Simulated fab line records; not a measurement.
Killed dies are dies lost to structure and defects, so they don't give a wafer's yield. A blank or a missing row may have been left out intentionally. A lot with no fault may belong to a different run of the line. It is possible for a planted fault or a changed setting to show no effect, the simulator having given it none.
Comparing a struck lot with a sound one | flow nandHarc | 13 out of 1302 route steps
Sound: wafers L304.2, L304.4, L304.6. The struck wafers were L307.1, L307.4, L307.5. The cause is given at the end.
Order at every step that has rows: each side's tool, ch and its chambers, its first start. Under that, the readings that differ: sound wafers | struck wafers | difference of the means | sigmas: that difference in standard deviations of wafers without a fault.
alike: same words and numbers on both sides, and readings whose means sit less than 2 such deviations apart. not compared: any withheld reading, any reading some wafer has no value for, any bound like >300 that may hide the same value, and any number with overlapping values for which the record gives no deviation.
The two part at a step that has a row with sigmas, a row that says differs or no value, or rows on one side only. Non-overlapping numbers with no deviation appear without sigmas and do not part them. A reading missing from all wafers of one side parts the sides only when that side holds two or more wafers.

NHARC_A_M0_PRE_CLEAN_29: time 30 s.
  sound on pvdSputter-02; struck on pvdSputter-02
  alike: heaterPowerW
NHARC_A_M0_PVD_20: deposits TaN, target thk 5 nm, time 8.06 s.
  sound on pvdSputter-02; struck on pvdSputter-02
  alike: throttleValvePct
NHARC_A_M0_PVD_21: deposits Cu, target thk 30 nm, time 20.49 s.
  sound on pvdSputter-02; struck on pvdSputter-02
  alike: throttleValvePct
then, 1 step without rows for these wafers: NHARC_A_M0_ECD_22 (material Cu, target thk 400 nm).
NHARC_A_M0_ANNEAL_30: time 90 s.
  sound on rtpAnneal-02 ch 0, day 24 03:08; struck on rtpAnneal-01 ch 0, day 25 17:41
  alike: wafer_temp_C_max
NHARC_A_M0_CMP_23: polishes, t overpolish 20 s, target thk 113.75 nm.
  sound on cmp-01 ch 0,2, day 24 03:27; struck on cmp-04 ch 2,3, day 25 18:03
  alike: motorCurrentA, timeToEndpointS
NHARC_A_M0_THK_MEAS_24: measures by xrf.
  sound on filmMetro-02, day 24 03:44; struck on filmMetro-01, day 25 18:22
  alike: thkNm
following that, these wafers have no rows for 1 step: NHARC_A_M0_SRD_25.
NHARC_A_M0_INSPECT_27:
  sound on defectInspect-02, day 24 03:53; struck on defectInspect-02, day 25 18:31
  alike: rawDefectCount
then, 2 steps without rows for these wafers: NHARC_A_M0_PRE_CLEAN_31 (time 12 s); NHARC_A_M0_DEP_32 (deposits SiCN, target thk 30 nm).
NHARC_A_M1_DEP_00: deposits SiOC, target thk 182.5 nm.
  sound on pecvd-04 ch 0,1,2, day 24 04:30; struck on pecvd-04 ch 0,1,2, day 25 19:06
  no value came back on the struck wafers for chamberPressureTorr (Torr), rfFwdPowerW (W); on the sound wafers chamberPressureTorr (Torr) reads 4.995 4.992 5.000
then, 1 step without rows for these wafers: NHARC_A_M1_DEHYDRATE_01 (time 120 s).

## WHERE THEY PART
NHARC_A_M1_DEP_00 only, going by this record.

WHY: what the simulator had put in
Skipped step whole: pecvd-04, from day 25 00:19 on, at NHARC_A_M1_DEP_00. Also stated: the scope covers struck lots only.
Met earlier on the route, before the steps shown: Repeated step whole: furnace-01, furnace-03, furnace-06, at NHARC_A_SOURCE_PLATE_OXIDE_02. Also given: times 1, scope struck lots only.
